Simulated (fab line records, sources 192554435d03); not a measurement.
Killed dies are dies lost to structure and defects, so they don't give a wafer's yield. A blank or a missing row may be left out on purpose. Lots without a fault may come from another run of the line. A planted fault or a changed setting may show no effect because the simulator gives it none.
Chamber matching | flow n5_finfet | N5_HKMG_FIN_ETCH_35 on rie_diel-06: 4 sister chambers
The step etches SOC in N2/H2, target depth 215.8 nm, time 243.4 s. 24 wafers are shown with their chamber, then 12 later ones without.

WAFERS WITH THEIR CHAMBER
wafer  | chamber | drypump_motor_current_A (A) | showerhead_plenum_p_Torr (Torr) | throttle_valve_pct (%)
L078.1 | 1       | 4.9                         | 2.48                            | 17.83
L078.2 | 3       | 6.7                         | 2.50                            | 18.12
L078.3 | 0       | 5.2                         | 2.49                            | 17.86
L078.4 | 2       | 5.4                         | 2.43                            | 18.16
L078.5 | 3       | 6.7                         | 2.50                            | 18.13
L078.6 | 0       | 5.2                         | 2.49                            | 17.84
L082.1 | 3       | 6.7                         | 2.50                            | 18.16
L082.3 | 0       | 5.2                         | 2.49                            | 17.89
L082.6 | 1       | 4.8                         | 2.48                            | 17.85
L085.1 | 1       | 4.8                         | 2.48                            | 17.86
L085.2 | 2       | 5.4                         | 2.43                            | 18.21
L085.5 | 0       | 5.2                         | 2.48                            | 17.89
L091.2 | 3       | 6.7                         | 2.49                            | 17.75
L091.4 | 2       | 5.4                         | 2.42                            | 18.23
L091.5 | 3       | 6.7                         | 2.49                            | 17.76
L092.1 | 3       | 6.7                         | 2.49                            | 17.74
L092.4 | 0       | 5.2                         | 2.48                            | 17.91
L092.6 | 3       | 6.7                         | 2.49                            | 17.75
L093.1 | 3       | 6.7                         | 2.49                            | 17.75
L093.2 | 2       | 5.4                         | 2.42                            | 18.23
L093.3 | 1       | 4.9                         | 2.47                            | 17.89
L093.4 | 0       | 5.2                         | 2.48                            | 17.92
L093.5 | 3       | 6.7                         | 2.49                            | 17.74
L093.6 | 0       | 5.2                         | 2.48                            | 17.91

SIGNATURES (means of the wafers above)
reading                  | chamber 0 | chamber 1 | chamber 2 | chamber 3 | scatter within a chamber
drypump_motor_current_A  | 5.200     | 4.850     | 5.400     | 6.700     | 0.0224
showerhead_plenum_p_Torr | 2.4843    | 2.4775    | 2.4250    | 2.4933    | 0.00523
throttle_valve_pct       | 17.8886   | 17.8575   | 18.2075   | 17.8778   | 0.125
Rule: a wafer's distance from a chamber is the root of the sum, over the readings, of the square of ((its reading less the chamber's mean) divided by the reading's scatter). The wafer belongs to the nearest chamber; if the next one is less than 2 further off, it can't be placed. The scatter: the root of (the sum of the squares of (reading less its chamber's mean) over the shown wafers, divided by (wafers less chambers)).

WAFERS WITHOUT THEIR CHAMBER
wafer  | drypump_motor_current_A (A) | showerhead_plenum_p_Torr (Torr) | throttle_valve_pct (%)
L094.1 | 6.7                         | 2.49                            | 17.76
L094.2 | 5.1                         | 2.48                            | 17.93
L094.5 | 5.4                         | 2.42                            | 18.21
L095.2 | 5.2                         | 2.48                            | 17.91
L095.3 | 5.3                         | 2.42                            | 18.21
L095.5 | 4.8                         | 2.47                            | 17.90
L096.1 | 4.8                         | 2.47                            | 17.89
L096.2 | 5.4                         | 2.41                            | 18.24
L096.3 | 5.2                         | 2.47                            | 17.94
L096.4 | 6.7                         | 2.48                            | 17.77
L096.5 | 6.7                         | 2.48                            | 17.76
L096.6 | 5.4                         | 2.41                            | 18.24

WHICH CHAMBER EACH WENT THROUGH
wafer  | from the rows above | in truth
L094.1 | 3                   | 3
L094.2 | 0                   | 0
L094.5 | 2                   | 2
L095.2 | 0                   | 0
L095.3 | 2                   | 2
L095.5 | 1                   | 1
L096.1 | 1                   | 1
L096.2 | 2                   | 2
L096.3 | 0                   | 0
L096.4 | 3                   | 3
L096.5 | 3                   | 3
L096.6 | 2                   | 2
Placed correctly: 12 of 12. Can't be placed from these rows: 0. Placed wrongly: 0.
